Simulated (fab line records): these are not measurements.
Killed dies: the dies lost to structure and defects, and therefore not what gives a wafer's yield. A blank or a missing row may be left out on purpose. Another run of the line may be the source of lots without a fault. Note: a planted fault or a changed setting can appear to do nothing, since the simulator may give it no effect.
fab line records	flow n5-finfet	part 1 of 2: steps 1 to 29 of 31
record lots=6	wafers=17	last-day=18
route steps=1938 shown ILD0@336 SDB@347 PASSIVATION@1936
lots that met no fault: taken from a fault-free run of the same line
start-h: hours from the record's first day to the start of the lot's first wafer shown	wait-h: how many hours have passed since the lot's step before this one	" the same as in the row above	L1.1+2: several wafers, shown together as one row	- no value, or no start was given	* or withheld: withheld	< > ~ a bound
route shown NAME@n: a module of which the file shows steps, and the number in the route of the first	usual: mean/standard deviation of fault-free wafers	same: alike in all rows	chamber/n: place in a boat	sites: readings site by site	_std_site: the standard deviation of these	_edge_site: mean of outer sites minus mean of inner sites	radius-mm: how far each site lies from the wafer's centre	mask NAME#n: copy n	behind: the most recent tool/chamber to have shaped the wafer	hold: the reason the lot was held/the length of the hold in hours/how it ended	device: the n, p or np transistor that did not switch	end of line: the tests these same wafers got at the end of their route	where a step has no rows: the recipe by itself	killed: the dies lost at the first sort to structure and to defects; this is not the yield of the wafer	map: per-die view of a wafer (x killed, . not killed, _ where there is no die)
set.NAME: the run value of the setting; set.NAME@STEP: its run value at that earlier step	model.NAME: the simulator's own value behind a step, which no gauge read
a table for each step, a row for each wafer; lots at some steps of the route
services: a tool's chamber out of use, with start hour (start-h, from the record's first day; less than 0 if before it), hours out, and reason
## steps
# step N5_ILD0_FCVD_FILL_01
# recipe material=SiO2_flowable	target-thk-a=2000	temp-c=100	pressure-torr=0.8	rf-w=2000	time-s=328.3
# step N5_ILD0_CURE_02
# recipe temp-c=450	time-s=1800	ambient=steam	idle-temp-c=400	ramp-up-c-per-min=5	ramp-down-c-per-min=3	densification-p-h2o-torr=640
# step N5_ILD0_CMP_03
# recipe stop-on=SiNx	t-overpolish-s=1.9	post-cmp-clean=alkaline-brush	down-force-psi=4.1491	platen-rpm=51.796	pad-velocity-m-s=1.0306	target-thk-nm=197.38
# step N5_ILD0_THK_MEAS_04
# usual thk-nm=197.3/1.2
lot.wafer	tool	chamber	start-h	wait-h	thk-nm
L393.2	film-metro-02	-	71.50	-	199.6
L393.3	"	-	"	"	197.7
L393.5	"	-	"	"	197.9
L397.4	film-metro-01	-	93.00	-	197.5
L397.5	"	-	"	"	196.9
L397.6	"	-	"	"	194.6
L400.2	film-metro-01	-	111.80	-	198.0
L400.3	"	-	"	"	197.2
L400.5	"	-	"	"	198.0
L402.2	film-metro-02	-	123.84	-	199.0
L402.3	"	-	"	"	196.9
L402.5	"	-	"	"	198.8
L407.1	film-metro-01	-	151.82	-	198.1
L407.3	"	-	"	"	195.4
L415.1	film-metro-01	-	206.06	-	199.5
L415.3	"	-	"	"	199.3
L415.4	"	-	"	"	197.9
# step N5_ILD0_CMP_07
# recipe stop-on=poly-Si	material=SiO2_flowable	t-overpolish-s=1.18	post-cmp-clean=alkaline-brush	down-force-psi=4.1491	platen-rpm=51.796	pad-velocity-m-s=1.0306	target-thk-nm=138.88
# usual motor-current-A=12.5/1.3
lot.wafer	tool	chamber	start-h	wait-h	motor-current-A
L393.3	cmp-03	3	71.56	0.1	13.7
L393.2	"	1	"	"	11.9
L393.5	"	2	"	"	12.7
L397.4	cmp-04	0	93.02	0.0	11.4
L397.6	"	0	"	"	11.3
L397.5	"	1	"	"	13.4
L400.3	cmp-03	2	111.86	0.1	12.6
L400.2	"	3	"	"	13.6
L400.5	"	1	"	"	11.6
L402.3	cmp-03	1	123.87	0.0	12.1
L402.2	"	2	"	"	11.9
L402.5	"	2	"	"	12.5
L407.1	cmp-03	2	151.96	0.1	12.5
L407.3	"	3	"	"	14.2
L415.1	cmp-01	3	206.09	0.0	14.2
L415.3	"	1	"	"	10.1
L415.4	"	2	"	"	13.3
# step N5_ILD0_THK_MEAS_08
# usual thk-nm=138.7/1.2
lot.wafer	tool	chamber	start-h	wait-h	thk-nm
L393.2	film-metro-02	-	71.82	-	137.9
L393.3	"	-	"	"	139.9
L393.5	"	-	"	"	140.4
L397.4	film-metro-01	-	93.32	-	137.4
L397.5	"	-	"	"	137.3
L397.6	"	-	"	"	137.2
L400.2	film-metro-02	-	112.12	-	138.6
L400.3	"	-	"	"	139.0
L400.5	"	-	"	"	136.7
L402.2	film-metro-01	-	124.16	-	138.7
L402.3	"	-	"	"	138.3
L402.5	"	-	"	"	139.6
L407.1	film-metro-02	-	152.18	-	137.6
L407.3	"	-	"	"	137.2
L415.1	film-metro-02	-	206.38	-	138.9
L415.3	"	-	"	"	137.4
L415.4	"	-	"	"	138.7
# step N5_ILD0_PRECLEAN_10
# recipe chemistry=NF3:NH3	afs-cycles=5	time-s=20	temp-c=30	sublimation-temp-c=180	sublimation-time-s=60	pressure-torr=3	rf-power-w=30
# step N5_ILD0_ALD_15
# recipe material=SiNx	target-thk-a=240	temp-c=400	ald-precursor-family=SiH2I2	ald-co-reactant=N2/H2-plasma	pulse-time-s=1	ald-cycles=480	purge-time-s=2	co-reactant-purge-time-s=2	pressure-torr=2
# step N5_ILD0_CMP_12
# recipe stop-on=poly-Si	material=SiNx	t-overpolish-s=6	post-cmp-clean=alkaline-brush	down-force-psi=2.5	platen-rpm=51.8	pad-velocity-m-s=1.0307	target-thk-nm=17.67
# usual motor-current-A=9.2/0.97	overpolish-run-s=6.000/0.0092	time-to-endpoint-s=28.3/2.6
lot.wafer	tool	chamber	start-h	wait-h	motor-current-A	overpolish-run-s	time-to-endpoint-s
L393.2	cmp-04	1	74.81	1.2	9.8	6.012	26.4
L393.3	"	2	"	"	7.7	6.014	28.8
L393.5	"	0	"	"	7.9	6.002	24.9
L397.4	cmp-01	1	96.31	1.2	8.0	6.001	30.5
L397.5	"	0	"	"	8.1	5.994	33.4
L397.6	"	1	"	"	7.8	6.003	29.5
L400.2	cmp-03	2	115.58	1.4	9.0	6.005	25.3
L400.3	"	3	"	"	9.6	6.003	29.0
L400.5	"	1	"	"	9.5	6.010	24.0
L402.2	cmp-03	0	127.33	1.2	10.9	6.010	28.7
L402.3	"	1	"	"	8.6	6.008	26.9
L402.5	"	3	"	"	9.8	5.999	29.9
L407.1	cmp-01	2	155.19	1.2	10.2	6.008	24.9
L407.3	"	3	"	"	9.9	5.994	29.1
L415.3	cmp-01	3	209.45	1.1	10.4	6.014	30.0
L415.1	"	0	"	"	8.4	5.999	29.9
L415.4	"	2	"	"	9.8	5.998	25.7
# step N5_ILD0_THK_MEAS_13
# usual thk-nm=17.4/1.2
lot.wafer	tool	chamber	start-h	wait-h	thk-nm
L393.2	film-metro-02	-	75.03	-	16.7
L393.3	"	-	"	"	17.8
L393.5	"	-	"	"	16.0
L397.4	film-metro-02	-	96.57	-	19.0
L397.5	"	-	"	"	19.8
L397.6	"	-	"	"	17.7
L400.2	film-metro-01	-	115.80	-	15.9
L400.3	"	-	"	"	16.4
L400.5	"	-	"	"	16.0
L402.2	film-metro-02	-	127.59	-	17.5
L402.3	"	-	"	"	15.8
L402.5	"	-	"	"	17.6
L407.1	film-metro-02	-	155.45	-	17.2
L407.3	"	-	"	"	17.8
L415.1	film-metro-02	-	209.74	-	16.7
L415.3	"	-	"	"	17.2
L415.4	"	-	"	"	15.4
# step N5_ILD0_INSPECT_06
# recipe inspect-instrument=darkfield	mode=post-cmp
# usual raw-defect-count=34/17
lot.wafer	tool	chamber	start-h	wait-h	raw-defect-count
L393.2	defect-inspect-01	-	75.06	0.0	35
L393.3	"	-	"	"	51
L393.5	"	-	"	"	46
L397.4	defect-inspect-01	-	96.60	0.0	31
L397.5	"	-	"	"	57
L397.6	"	-	"	"	21
L400.2	defect-inspect-01	-	115.83	0.0	90
L400.3	"	-	"	"	43
L400.5	"	-	"	"	164
L402.2	defect-inspect-01	-	127.61	0.0	22
L402.3	"	-	"	"	41
L402.5	"	-	"	"	18
L407.1	defect-inspect-01	-	155.47	0.0	29
L407.3	"	-	"	"	72
L415.1	defect-inspect-01	-	209.77	0.0	24
L415.3	"	-	"	"	27
L415.4	"	-	"	"	21
# step N5_SDB_HM_DEP_00
# recipe material=SiNx	target-thk-a=400	temp-c=400	precursor=SiH4/NH3/N2	pressure-torr=1.5	rf-w=300	time-s=35.3
# step N5_SDB_COAT_03
# recipe resist=SOC	temp-c=250	time-s=60	spin-rpm=1500	resist-thk-nm=100
# usual spin-speed-rpm=1500.0/0.82
# same time-s=60
lot.wafer	tool	chamber	start-h	wait-h	spin-speed-rpm	model.SOC_of_SDB_COAT_03.thk-nm
L393.2	litho-track-04	0	75.18	0.1	1500.2	99.8
L393.3	"	0	"	"	1498.9	100
L393.5	"	0	"	"	1499.9	100.2
L397.4	litho-track-01	0	96.72	0.0	1499.8	100
L397.5	"	0	"	"	1499.1	100.2
L397.6	"	0	"	"	1501.0	100.6
L400.2	litho-track-01	0	115.95	0.1	1457.3	101.6
L400.3	"	0	"	"	1457.6	101.4
L400.5	"	0	"	"	1456.9	101.4
L402.2	litho-track-01	0	127.73	0.1	1457.6	101.6
L402.3	"	0	"	"	1458.5	101.6
L402.5	"	0	"	"	1456.7	101.8
L407.1	litho-track-03	0	155.59	0.1	1500.1	100.4
L407.3	"	0	"	"	1499.1	100.2
L415.1	litho-track-01	0	209.89	0.1	1500.9	100
L415.3	"	0	"	"	1499.3	100.2
L415.4	"	0	"	"	1501.2	100.2
# step N5_SDB_COAT_04
# recipe resist=SiARC	temp-c=220	time-s=60	spin-rpm=1500	resist-thk-nm=18
# step N5_SDB_COAT_05
# recipe resist=CAR-ArF	spin-rpm=1500	resist-thk-nm=90
# step N5_SDB_EBR_07
# recipe solvent=PGMEA	ebr-width-mm=1.5
# step N5_SDB_SOFTBAKE_06
# recipe temp-c=110	time-s=60	resist=CAR-ArF
# step N5_SDB_EXPOSE_08
# recipe mask-id=SDB	na=1.35	source-shape=conventional	sigma-outer=0.5	polarization=unpolarized	dose-mj=49.6
# step N5_SDB_PEB_09
# recipe peb-temp-c=withheld	peb-time-s=60	resist=CAR-ArF
# step N5_SDB_DEVELOP_10
# recipe develop-time-s=30	developer=TMAH	resist=CAR-ArF	rinse-liquid=diw	dry=air-spin	dev-temp-c=23
# step N5_SDB_CD_MEAS_11
# recipe target-cd-nm=50	landing-energy-ev=500	detector=se-inlens	polarity=opening
# usual cd-nm=50.6/1.8
lot.wafer	tool	chamber	start-h	wait-h	cd-nm
L393.2	cd-sem-01	0	75.55	-	53.1
L393.3	"	0	"	"	52.9
L393.5	"	0	"	"	52.4
L397.4	cd-sem-03	0	96.96	-	52.0
L397.5	"	0	"	"	51.8
L397.6	"	0	"	"	52.3
L400.2	cd-sem-03	0	116.19	-	49.8
L400.3	"	0	"	"	50.5
L400.5	"	0	"	"	50.2
L402.2	cd-sem-01	0	128.10	-	51.2
L402.3	"	0	"	"	47.9
L402.5	"	0	"	"	50.0
L407.1	cd-sem-03	0	155.84	-	51.3
L407.3	"	0	"	"	52.1
L415.1	cd-sem-01	0	210.25	-	53.4
L415.3	"	0	"	"	51.3
L415.4	"	0	"	"	52.5
# step N5_SDB_OVL_MEAS_12
# recipe points-per-wafer=44
# usual SDB_OVL=-0.7/0.74
lot.wafer	tool	chamber	start-h	wait-h	SDB_OVL[nm]
L393.2	overlay-02	0	75.58	0.0	-1.9
L393.3	"	0	"	"	-1.8
L393.5	"	0	"	"	-2.0
L397.4	overlay-01	0	96.99	0.0	-1.1
L397.5	"	0	"	"	-0.7
L397.6	"	0	"	"	-0.8
L400.2	overlay-01	0	116.22	0.0	-0.2
L400.3	"	0	"	"	-0.5
L400.5	"	0	"	"	0.1
L402.2	overlay-01	0	128.13	0.0	-1.4
L402.3	"	0	"	"	-1.0
L402.5	"	0	"	"	-0.4
L407.1	overlay-01	0	155.87	0.0	-1.4
L407.3	"	0	"	"	-0.8
L415.1	overlay-02	0	210.29	0.0	-0.3
L415.3	"	0	"	"	-0.5
L415.4	"	0	"	"	-1.2
# step N5_SDB_INSPECT_13
# recipe mode=adi	inspect-instrument=brightfield
# usual raw-defect-count=73/27
lot.wafer	tool	chamber	start-h	wait-h	raw-defect-count
L393.2	defect-inspect-02	-	75.60	0.0	64
L393.3	"	-	"	"	59
L393.5	"	-	"	"	108
L397.4	defect-inspect-01	-	97.01	0.0	86
L397.5	"	-	"	"	93
L397.6	"	-	"	"	62
L400.2	defect-inspect-02	-	116.25	0.0	59
L400.3	"	-	"	"	130
L400.5	"	-	"	"	68
L402.2	defect-inspect-02	-	128.15	0.0	48
L402.3	"	-	"	"	41
L402.5	"	-	"	"	56
L407.1	defect-inspect-02	-	155.89	0.0	43
L407.3	"	-	"	"	38
L415.1	defect-inspect-02	-	210.31	0.0	53
L415.3	"	-	"	"	41
L415.4	"	-	"	"	37
# step N5_SDB_DESCUM_16
# recipe chemistry=O2	time-s=7.9	source-power-w=50	bias-power-w=20	pressure-mtorr=20	rf-frequency-hz=2.712e+07	temp-c=40	resist=CAR-ArF	o2-flow-sccm=225
# usual drypump-motor-current-A=5.5/0.48	oes-product-au=0.81/0.063	rf-vpp-V=243.9/1.3	showerhead-plenum-p-Torr=2.14/0.078	throttle-valve-pct=20.41/0.24
# same time-s=7.9
lot.wafer	tool	chamber	start-h	wait-h	drypump-motor-current-A	oes-product-au	rf-hours-counter-h	rf-vpp-V	showerhead-plenum-p-Torr	throttle-valve-pct
L393.2	rie-diel-02	0	75.63	0.0	4.9	0.80	122	243.1	2.10	20.33
L393.3	"	2	"	"	6.3	0.90	23	244.2	2.20	20.17
L393.5	"	1	"	"	5.0	0.83	-	244.3	2.24	20.50
L397.4	rie-diel-02	1	97.19	0.2	5.0	0.82	72	243.8	2.23	20.50
L397.5	"	1	"	"	5.0	0.83	-	245.8	2.23	20.50
L397.6	"	0	"	"	4.9	0.79	-	244.3	2.10	20.32
L400.2	rie-diel-05	2	116.82	0.6	5.1	0.70	226	243.8	2.16	20.43
L400.3	"	0	"	"	5.4	0.94	28	243.5	2.03	20.42
L400.5	"	0	"	"	5.4	0.93	-	242.2	2.03	20.41
L402.2	rie-diel-02	3	128.19	0.0	5.2	0.77	117	243.6	2.12	20.53
L402.3	"	0	"	"	4.9	0.78	140	241.4	2.10	20.36
L402.5	"	2	"	"	6.4	0.87	-	245.5	2.20	20.20
L407.1	rie-diel-01	1	155.93	0.0	5.7	0.91	17	245.9	2.23	20.62
L407.3	"	3	"	"	5.7	0.78	108	242.6	2.11	20.73
L415.1	rie-diel-01	3	210.34	0.0	5.7	0.76	130	242.5	2.10	20.75
L415.3	"	2	"	"	5.2	0.79	98	243.6	2.09	19.96
L415.4	"	1	"	"	5.7	0.87	-	245.8	2.22	20.64
# step N5_SDB_ETCH_17
# recipe chemistry=CF4	target=SiARC	target-depth-a=234	mask-material=CAR-ArF	time-s=39	ion-energy-ev=80	pressure-mtorr=40	source-w=545	bias-w=36	Ar_flow_sccm=100	cf4-flow-sccm=100	ends=cleared
# usual drypump-motor-current-A=5.5/0.48	etch-rf-on-time-s=39.5/1.7	oes-product-au=0.69/0.052	rf-vpp-V=184.5/1.1	showerhead-plenum-p-Torr=2.18/0.074	throttle-valve-pct=15.57/0.22
lot.wafer	tool	chamber	start-h	wait-h	drypump-motor-current-A	etch-rf-on-time-s	oes-product-au	rf-hours-counter-h	rf-vpp-V	showerhead-plenum-p-Torr	throttle-valve-pct
L393.2	rie-diel-02	0	75.67	0.0	4.9	38.5	0.68	122	182.1	2.15	15.43
L393.3	"	2	"	"	6.4	39.5	0.76	23	187.9	2.27	15.44
L393.5	"	1	"	"	5.0	42.0	0.70	-	184.8	2.27	15.50
L397.4	rie-diel-02	1	97.23	0.0	5.0	41.6	0.69	72	187.0	2.27	15.51
L397.5	"	1	"	"	5.0	41.6	0.69	-	184.7	2.27	15.52
L397.6	"	0	"	"	4.9	38.1	0.67	-	184.6	2.14	15.47
L400.2	rie-diel-05	2	116.85	0.0	5.1	40.9	0.59	226	186.3	2.19	15.57
L400.3	"	0	"	"	5.4	35.9	0.82	28	183.2	2.10	15.57
L400.5	"	0	"	"	5.3	35.8	0.82	-	184.4	2.10	15.56
L402.2	rie-diel-02	3	128.22	0.0	5.2	36.3	0.68	117	185.3	2.16	15.70
L402.3	"	0	"	"	4.9	38.8	0.66	140	185.0	2.14	15.49
L402.5	"	2	"	"	6.3	39.8	0.73	-	184.9	2.26	15.48
L407.1	rie-diel-01	1	155.96	0.0	5.7	40.1	0.76	17	185.5	2.27	15.73
L407.3	"	3	"	"	5.7	40.1	0.65	108	185.9	2.17	15.96
L415.1	rie-diel-01	3	210.38	0.0	5.7	39.9	0.64	130	185.3	2.17	16.01
L415.3	"	2	"	"	5.2	42.1	0.66	98	184.5	2.15	15.26
L415.4	"	1	"	"	5.7	39.6	0.73	-	185.6	2.27	15.77
# step N5_SDB_ETCH_18
# recipe chemistry=N2/H2	target=SOC	target-depth-a=1000	overetch-a=200	mask-material=SiARC	temp-c=40	time-s=150	ion-energy-ev=200	pressure-mtorr=30	source-w=840	bias-w=150	n2-flow-sccm=200	h2-flow-sccm=200
# usual drypump-motor-current-A=5.5/0.48	oes-product-au=0.72/0.052	rf-vpp-V=525.4/2.5	showerhead-plenum-p-Torr=2.60/0.083	throttle-valve-pct=17.8/0.3
# same time-s=150
lot.wafer	tool	chamber	start-h	wait-h	drypump-motor-current-A	oes-product-au	rf-hours-counter-h	rf-vpp-V	showerhead-plenum-p-Torr	throttle-valve-pct	model.etch.depth-nm
L393.2	rie-diel-02	0	75.70	0.0	4.9	0.71	122	525.2	2.57	17.9	99.81
L393.3	"	2	"	"	6.4	0.81	23	527.8	2.67	17.5	100
L393.5	"	1	"	"	5.0	0.75	-	527.4	2.71	17.8	100.3
L397.4	rie-diel-02	1	97.26	0.0	4.9	0.75	72	527.0	2.70	17.8	100
L397.5	"	1	"	"	5.0	0.75	-	527.5	2.70	17.8	100.1
L397.6	"	0	"	"	4.9	0.70	-	523.4	2.57	17.9	100.5
L400.2	rie-diel-05	2	116.89	0.0	5.2	0.64	226	526.1	2.64	18.0	101.6
L400.3	"	0	"	"	5.4	0.82	28	524.4	2.47	17.8	101.3
L400.5	"	0	"	"	5.4	0.83	-	523.2	2.47	17.8	101.5
L402.2	rie-diel-02	3	128.26	0.0	5.2	0.69	117	524.9	2.57	18.0	101.5
L402.3	"	0	"	"	4.9	0.70	140	524.3	2.56	17.9	101.6
L402.5	"	2	"	"	6.4	0.78	-	527.4	2.67	17.5	101.8
L407.1	rie-diel-01	1	156.00	0.0	5.7	0.81	17	529.0	2.72	18.1	100.4
L407.3	"	3	"	"	5.7	0.70	108	524.0	2.56	18.2	100.1
L415.1	rie-diel-01	3	210.41	0.0	5.7	0.68	130	523.9	2.55	18.2	99.92
L415.3	"	2	"	"	5.2	0.71	98	525.1	2.58	17.6	100.2
L415.4	"	1	"	"	5.7	0.78	-	529.1	2.71	18.1	100.1
# step N5_SDB_STRIP_19
# recipe chemistry=N2/H2	temp-c=40	n2-flow-sccm=200	h2-flow-sccm=200	rf-frequency-hz=6e+07
# step N5_SDB_STRIP_21
# recipe chemistry=CF4	resist=SiARC	power-w=300	bias-power-w=75	pressure-mtorr=50	cf4-flow-sccm=150	rf-frequency-hz=6e+07
# usual drypump-motor-current-A=5.5/0.48	oes-product-au=0.80/0.057	rf-vpp-V=271.8/1.5	showerhead-plenum-p-Torr=1.83/0.057	throttle-valve-pct=13.53/0.22
lot.wafer	tool	chamber	start-h	wait-h	drypump-motor-current-A	oes-product-au	rf-hours-counter-h	rf-vpp-V	showerhead-plenum-p-Torr	throttle-valve-pct
L393.2	rie-diel-02	0	75.84	0.0	4.9	0.78	122	271.3	1.81	13.47
L393.3	"	2	"	"	6.3	0.88	23	273.2	1.88	13.31
L393.5	"	1	"	"	4.9	0.84	-	272.4	1.89	13.38
L397.4	rie-diel-02	1	97.40	0.0	5.0	0.82	73	274.6	1.89	13.42
L397.5	"	1	"	"	5.0	0.82	-	272.4	1.89	13.41
L397.6	"	0	"	"	4.9	0.78	-	271.6	1.81	13.49
L400.2	rie-diel-05	2	117.02	0.0	5.2	0.70	226	271.9	1.84	13.61
L400.3	"	0	"	"	5.4	0.89	28	269.2	1.76	13.48
L400.5	"	0	"	"	5.4	0.90	-	270.6	1.76	13.47
L402.2	rie-diel-02	3	128.40	0.0	5.2	0.76	117	271.7	1.81	13.67
L402.3	"	0	"	"	4.8	0.77	140	271.4	1.81	13.52
L402.5	"	2	"	"	6.4	0.86	-	272.7	1.88	13.36
L407.1	rie-diel-01	1	156.13	0.0	5.7	0.89	17	273.0	1.90	13.64
L407.3	"	3	"	"	5.7	0.77	108	273.1	1.83	13.92
L415.1	rie-diel-01	3	210.55	0.0	5.7	0.76	130	270.9	1.82	13.96
L415.3	"	2	"	"	5.2	0.78	98	271.9	1.81	13.25
L415.4	"	1	"	"	5.7	0.85	-	274.6	1.89	13.69
# step N5_SDB_HM_OPEN_20
# recipe chemistry=CH3F/O2	target=SiNx	mask-material=SOC	target-depth-a=240	stop-on=poly-Si	over-etch-frac=0.4	ion-energy-ev=120	pressure-mtorr=30	source-w=395	bias-w=73	Ar_flow_sccm=150	CH3F_flow_sccm=30	O2_flow_sccm=20
# usual drypump-motor-current-A=5.5/0.48	oes-product-au=0.66/0.047	rf-vpp-V=300/5.6	showerhead-plenum-p-Torr=2.04/0.078	throttle-valve-pct=16.31/0.21
lot.wafer	tool	chamber	start-h	wait-h	drypump-motor-current-A	oes-product-au	rf-hours-counter-h	rf-vpp-V	showerhead-plenum-p-Torr	throttle-valve-pct	model.SOC_of_SDB_COAT_03.thk-nm
L393.2	rie-diel-02	0	75.86	0.0	4.9	0.64	122	308	1.99	16.11	83.8
L393.3	"	2	"	"	6.3	0.72	23	291	2.15	16.31	84
L393.5	"	1	"	"	5.0	0.70	-	299	2.13	16.27	84.8
L397.4	rie-diel-02	1	97.42	0.0	5.0	0.69	73	299	2.13	16.28	84.6
L397.5	"	1	"	"	5.0	0.68	-	300	2.13	16.29	84.8
L397.6	"	0	"	"	4.9	0.64	-	309	1.99	16.13	84.2
L400.2	rie-diel-05	2	117.04	0.0	5.2	0.59	226	300	2.05	16.29	86
L400.3	"	0	"	"	5.4	0.75	28	294	1.96	16.34	84.4
L400.5	"	0	"	"	5.4	0.75	-	294	1.96	16.34	84.4
L402.2	rie-diel-02	3	128.42	0.0	5.2	0.62	117	298	2.02	16.41	84.6
L402.3	"	0	"	"	4.9	0.63	140	308	1.99	16.15	85.6
L402.5	"	2	"	"	6.3	0.72	-	292	2.14	16.34	86
L407.1	rie-diel-01	1	156.15	0.0	5.7	0.73	17	307	2.13	16.47	84.2
L407.3	"	3	"	"	5.7	0.64	108	295	2.02	16.62	84.2
L415.1	rie-diel-01	3	210.57	0.0	5.7	0.61	130	295	2.01	16.68	84.4
L415.3	"	2	"	"	5.2	0.65	98	302	2.01	15.96	84.8
L415.4	"	1	"	"	5.7	0.70	-	306	2.13	16.54	84
## key
first-sign step=N5_SDB_COAT_03	reading=spin-speed-rpm	direction=down	sigmas=52	usual=*	struck=*
effect none on later readings
model-effect step=N5_SDB_COAT_03	value=SOC_of_SDB_COAT_03.thk-nm	without=100.1	struck=101.6
model-effect step=N5_SDB_ETCH_18	value=etch.depth-nm	without=100.1	struck=101.5
model-effect step=N5_SDB_HM_OPEN_20	value=SOC_of_SDB_COAT_03.thk-nm	without=83.7	struck=85.17
met-at N5_SDB_COAT_03
struck-wafers L400.2,L400.3,L400.5,L402.2,L402.3,L402.5
tester-left-out L400,L402
onset-between 96.72 115.95
fault kind=process-parameter-drift	tool=litho-track-01	chamber=-	onset-h=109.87	steps=N5_SDB_COAT_03	channel=spin-rpm	offset=*	shape=step	end-h=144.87	acts-in=*	stated=*
# tester-left-out: of these lots the tester's yield and bins aren't shown, on N5 and GAA mostly nor the transistor test; their killed dies are dies lost to structure and defects alone, not to doping, threshold or leakage, so they don't give the yield
